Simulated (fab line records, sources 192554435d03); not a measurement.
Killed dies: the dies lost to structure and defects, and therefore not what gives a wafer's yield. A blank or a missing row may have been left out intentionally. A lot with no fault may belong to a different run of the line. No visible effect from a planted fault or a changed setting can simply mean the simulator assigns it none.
Chamber matching || flow n5-finfet || N5_STI_FIN_REVEAL_ALD_14 on ald-sin-01 has 4 sister chambers
The step deposits Si3N4, target thk 3 nm. 16 wafers are shown with their chamber, then 8 later ones without.

== WAFERS, EACH WITH ITS CHAMBER ==
{"wafer": "L074.2", "chamber": 0, "heater-power-w (W)": 680}
{"wafer": "L074.3", "chamber": 1, "heater-power-w (W)": 859}
{"wafer": "L074.6", "chamber": 3, "heater-power-w (W)": 911}
{"wafer": "L075.1", "chamber": 0, "heater-power-w (W)": 698}
{"wafer": "L075.3", "chamber": 2, "heater-power-w (W)": 891}
{"wafer": "L075.5", "chamber": 3, "heater-power-w (W)": 893}
{"wafer": "L078.2", "chamber": 1, "heater-power-w (W)": 846}
{"wafer": "L078.3", "chamber": 3, "heater-power-w (W)": 917}
{"wafer": "L078.6", "chamber": 1, "heater-power-w (W)": 832}
{"wafer": "L083.1", "chamber": 2, "heater-power-w (W)": 873}
{"wafer": "L083.3", "chamber": 3, "heater-power-w (W)": 898}
{"wafer": "L083.5", "chamber": 2, "heater-power-w (W)": 905}
{"wafer": "L089.2", "chamber": 2, "heater-power-w (W)": 889}
{"wafer": "L089.4", "chamber": 1, "heater-power-w (W)": 826}
{"wafer": "L089.5", "chamber": 3, "heater-power-w (W)": 924}
{"wafer": "L091.3", "chamber": 0, "heater-power-w (W)": 680}

SIGNATURES (means of the wafers above)
{"reading": "heater-power-w", "chamber 0": 686.00, "chamber 1": 840.75, "chamber 2": 889.50, "chamber 3": 908.60, "scatter within a chamber": 13.1}
Rule: for a wafer and a chamber, the distance is found by dividing, reading by reading, the gap between the wafer's reading and the chamber's mean by the reading's scatter, squaring, summing and taking the root. The wafer belongs to the nearest chamber; if the next one is less than 2 further off, it can't be placed. How the scatter is found: for the shown wafers, subtract from each reading the mean of its chamber, square and add these, divide the total by (wafers less chambers), then take the root.

== WAFERS WHOSE CHAMBER IS MISSING ==
{"wafer": "L091.5", "heater-power-w (W)": 944}
{"wafer": "L091.6", "heater-power-w (W)": 708}
{"wafer": "L095.1", "heater-power-w (W)": 704}
{"wafer": "L095.3", "heater-power-w (W)": 855}
{"wafer": "L095.6", "heater-power-w (W)": 692}
{"wafer": "L096.1", "heater-power-w (W)": 826}
{"wafer": "L096.4", "heater-power-w (W)": 684}
{"wafer": "L096.5", "heater-power-w (W)": 876}

== CHAMBER TAKEN BY EACH ==
{"wafer": "L091.5", "from the rows above": "can't be placed: 3 or 2", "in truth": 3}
{"wafer": "L091.6", "from the rows above": 0, "in truth": 0}
{"wafer": "L095.1", "from the rows above": 0, "in truth": 0}
{"wafer": "L095.3", "from the rows above": "can't be placed: 1 or 2", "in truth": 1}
{"wafer": "L095.6", "from the rows above": 0, "in truth": 0}
{"wafer": "L096.1", "from the rows above": 1, "in truth": 1}
{"wafer": "L096.4", "from the rows above": 0, "in truth": 0}
{"wafer": "L096.5", "from the rows above": "can't be placed: 2 or 3 or 1", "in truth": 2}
Placed correctly: 5 of 8. Can't be placed from these rows: 3 (the true chamber is among the candidates in 3). Wrongly placed: 0.
